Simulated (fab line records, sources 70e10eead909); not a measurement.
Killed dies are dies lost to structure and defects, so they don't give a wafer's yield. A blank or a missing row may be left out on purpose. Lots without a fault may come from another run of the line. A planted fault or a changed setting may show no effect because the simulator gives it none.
Chamber matching | flow nand_harc | NHARC_A_STAIRCASE_DESCUM_219 on rie_diel-07: 4 sister chambers
The step chemistry O2, time 3 s. 4 wafers are shown with their chamber, then 8 later ones without.

WAFERS WITH THEIR CHAMBER
wafer  | chamber | drypump_motor_current_A (A)
L091.2 | 2       | 6.2
L091.3 | 0       | 6.3
L091.6 | 1       | 5.9
L094.1 | 3       | 4.9

WAFERS WITHOUT THEIR CHAMBER
wafer  | drypump_motor_current_A (A)
L094.2 | 6.1
L094.5 | 5.9
L095.2 | 6.1
L095.3 | 4.9
L095.5 | 6.3
L096.3 | 6.2
L096.5 | 5.9
L096.6 | 6.3

WHICH CHAMBER EACH WENT THROUGH
wafer  | from the rows above          | in truth
L094.2 | can't be placed: 2 or 1 or 0 | 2
L094.5 | 1                            | 1
L095.2 | can't be placed: 2 or 1 or 0 | 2
L095.3 | 3                            | 3
L095.5 | can't be placed: 0 or 2      | 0
L096.3 | can't be placed: 2 or 0      | 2
L096.5 | 1                            | 1
L096.6 | can't be placed: 0 or 2      | 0
Placed correctly: 3 of 8. Can't be placed from these rows: 5 (the true chamber is among the candidates in 5). Placed wrongly: 0.
How it was worked out, from the rows above alone: a wafer's distance from a chamber is the root of the sum, over the readings, of the square of ((its reading less the chamber's mean) divided by the reading's scatter). The wafer belongs to the nearest chamber; if the next one is less than 2 further off, it can't be placed. A chamber's mean is the mean of its shown wafers. The scatter: with one shown wafer a chamber, the root of the mean of the squares of how far each hidden wafer lies from its nearest shown one.
